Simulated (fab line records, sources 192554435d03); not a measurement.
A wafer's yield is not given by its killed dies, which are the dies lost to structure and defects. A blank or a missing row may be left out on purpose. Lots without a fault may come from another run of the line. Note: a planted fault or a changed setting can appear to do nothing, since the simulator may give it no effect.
One fault through the eyes of 2 desks / flow n5Finfet / only its own numbers are on each desk; what lay behind them is given at the end

## THE METROLOGY DESK
Means of the sampled wafers that have a number, per lot and without regard to the tool the lot ran on: this is what the gauges read. Marked OUT: a lot whose mean sits more than 4 standard deviations from the usual mean, which makes it out of limits; the brackets give that distance. 7 of its 10 readings are shown, namely those furthest out on some lot.
Columns: A = DIBL_N at N5_BEOL_M4_RC_MEAS_101, usual 36.4 mV/V; B = DIBL_P at N5_BEOL_M4_RC_MEAS_101, usual 35.8 mV/V; C = IOFF_N at N5_BEOL_M4_RC_MEAS_101, usual 0.158 nA/um; D = IOFF_P at N5_BEOL_M4_RC_MEAS_101, usual 0.21 nA/um; E = ION_N at N5_BEOL_M4_RC_MEAS_101, usual 676 uA/um; F = ION_P at N5_BEOL_M4_RC_MEAS_101, usual 465 uA/um; G = VT_N at N5_BEOL_M4_RC_MEAS_101, usual 249.8 mV
lot=L621; first seen here=day 9 10:26; A=37.0; B=35.8; C=0.171; D=0.24; E=697; F=483; G=246.5
lot=L624; first seen here=day 10 10:10; A=35.1; B=32.8; C=0.122; D=0.19; E=667; F=465; G=253.2
lot=L625; first seen here=day 10 17:08; A=38.0; B=35.9; C=0.163; D=0.22; E=689; F=472; G=249.8
lot=L626; first seen here=day 10 17:44; A=36.9; B=36.2; C=0.161; D=0.24; E=673; F=470; G=249.7
lot=L628; first seen here=day 11 04:08; A=36.2; B=37.0; C=0.169; D=0.27; E=682; F=477; G=248.3
lot=L630; first seen here=day 11 21:34; A=39.5; B=37.9; C=0.193; D=0.27; E=701; F=479; G=244.9
lot=L631; first seen here=day 12 12:55; A=36.0; B=35.8; C=0.150; D=0.18; E=670; F=460; G=250.8
lot=L632; first seen here=day 12 22:19; A=36.7; B=36.6; C=0.156; D=0.21; E=674; F=457; G=250.6
lot=L639; first seen here=day 14 17:25; A=37.7; B=36.1; C=0.179; D=0.21; E=669; F=457; G=248.4
lot=L642; first seen here=day 15 10:07; A=31.8; B=31.8; C=0.109; D=0.16; E=662; F=460; G=254.5
This desk's finding: nothing out of limits on any of the 10 lots.

## AT THE TOOL OWNER'S DESK: pecvd-02
The tool's own readings at N5_BEOL_M1_PECVD_72 (deposits SiO2 from TEOS/O2, target thk 16 nm, time 18 s): means of the sampled wafers that have a number, for each lot that ran on this tool. Marked OUT: a lot whose mean sits more than 4 standard deviations from the usual mean, which makes it out of limits; the brackets give that distance.
Columns: A = heaterPowerOuterW at N5_BEOL_M1_PECVD_72, usual 425 W; B = heaterPowerW at N5_BEOL_M1_PECVD_72, usual 713 W; C = showerheadPlenumPTorr at N5_BEOL_M1_PECVD_72, usual 8.79 Torr; D = throttleValvePct at N5_BEOL_M1_PECVD_72, usual 22.3 %
lot=L625; first seen here=day 7 15:03; A=422; B=694; C=8.80; D=23.1
lot=L628; first seen here=day 8 09:30; A=477; B=770; C=8.83; D=23.0
lot=L631; first seen here=day 9 02:41; A=422; B=722; C=8.79; D=22.9
lot=L632; first seen here=day 9 07:14; A=416; B=684; C=8.80; D=22.9
This desk's finding: nothing out of limits on any of the 4 lots.

## PUT TOGETHER
From the metrology desk's view, nothing was out of limits.
The tool owner's desk saw nothing out of limits.

## WHAT THE SIMULATOR HAD INSERTED
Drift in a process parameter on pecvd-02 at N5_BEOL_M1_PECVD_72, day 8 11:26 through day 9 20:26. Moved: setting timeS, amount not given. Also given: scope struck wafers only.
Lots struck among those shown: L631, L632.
